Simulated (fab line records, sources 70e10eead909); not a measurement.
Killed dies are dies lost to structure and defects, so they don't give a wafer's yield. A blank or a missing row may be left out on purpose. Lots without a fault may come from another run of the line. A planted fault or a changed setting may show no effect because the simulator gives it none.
Chamber matching | flow nand_harc | NHARC_A_M0_PRE_CLEAN_31 on pecvd-02: 3 sister chambers
The step time 12 s. 6 wafers are shown with their chamber, then 8 later ones without.

WAFERS WITH THEIR CHAMBER
wafer  | chamber | heater_power_w (W)
L083.4 | 1       | 693
L087.2 | 0       | 551
L084.1 | 2       | 606
L084.3 | 1       | 673
L084.6 | 2       | 587
L084.2 | 0       | 598

WAFERS WITHOUT THEIR CHAMBER
wafer  | heater_power_w (W)
L084.4 | 594
L084.5 | 692
L086.3 | 611
L086.4 | 514
L086.6 | 607
L097.1 | 604
L097.3 | 727
L097.4 | 691

WHICH CHAMBER EACH WENT THROUGH
wafer  | from the rows above     | in truth
L084.4 | can't be placed: 2 or 0 | 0
L084.5 | 1                       | 1
L086.3 | can't be placed: 2 or 0 | 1
L086.4 | can't be placed: 0 or 2 | 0
L086.6 | can't be placed: 2 or 0 | 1
L097.1 | can't be placed: 2 or 0 | 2
L097.3 | 1                       | 1
L097.4 | 1                       | 1
Placed correctly: 3 of 8. Can't be placed from these rows: 5 (the true chamber is among the candidates in 3). Placed wrongly: 0.
How it was worked out, from the rows above alone: a wafer's distance from a chamber is the root of the sum, over the readings, of the square of ((its reading less the chamber's mean) divided by the reading's scatter). The wafer belongs to the nearest chamber; if the next one is less than 2 further off, it can't be placed. A chamber's mean is the mean of its shown wafers. The scatter: the root of (the sum of the squares of (reading less its chamber's mean) over the shown wafers, divided by (wafers less chambers)).
